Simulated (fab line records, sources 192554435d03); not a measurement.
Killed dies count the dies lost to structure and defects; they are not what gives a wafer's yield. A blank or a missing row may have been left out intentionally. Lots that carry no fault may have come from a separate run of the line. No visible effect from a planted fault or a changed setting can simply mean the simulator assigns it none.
Chamber matching    flow n5Finfet    N5_FIN_SAQP_HM_DEP_72 on pecvd-04: 3 sister chambers
The step deposits SiO2 from SiH4/N2O, target thk 12 nm, time 7.2 s. 3 wafers are shown with their chamber, then 10 later ones without.

== WAFERS, EACH WITH ITS CHAMBER ==
wafer   chamber  showerheadPlenumPTorr (Torr)
L086.6  2        8.15
L087.2  1        7.95
L087.4  0        8.07

== WAFERS WITHOUT THEIR CHAMBER ==
wafer   showerheadPlenumPTorr (Torr)
L087.5  8.13
L090.1  7.96
L090.5  7.97
L090.6  8.14
L094.2  7.95
L094.4  7.97
L094.5  8.14
L097.4  7.94
L097.5  7.95
L097.6  8.12

== WHICH CHAMBER EACH WENT THROUGH ==
wafer   from the rows above      in truth
L087.5  2                        2
L090.1  1                        1
L090.5  1                        1
L090.6  2                        2
L094.2  1                        1
L094.4  1                        1
L094.5  2                        2
L097.4  1                        1
L097.5  1                        1
L097.6  can't be placed: 2 or 0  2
Placed correctly: 9 of 10. Can't be placed from these rows: 1 (the true chamber is among the candidates in 1). Number placed wrongly: 0.
How it was worked out, from the rows above alone: a wafer's distance from a chamber is the root of the sum, over the readings, of the square of ((its reading less the chamber's mean) divided by the reading's scatter). The wafer belongs to the nearest chamber; if the next one is less than 2 further off, it can't be placed. A chamber's mean is the mean of its shown wafers. The scatter (one wafer shown for each chamber): square how far every hidden wafer sits from the nearest shown wafer, average those squares and take the square root.
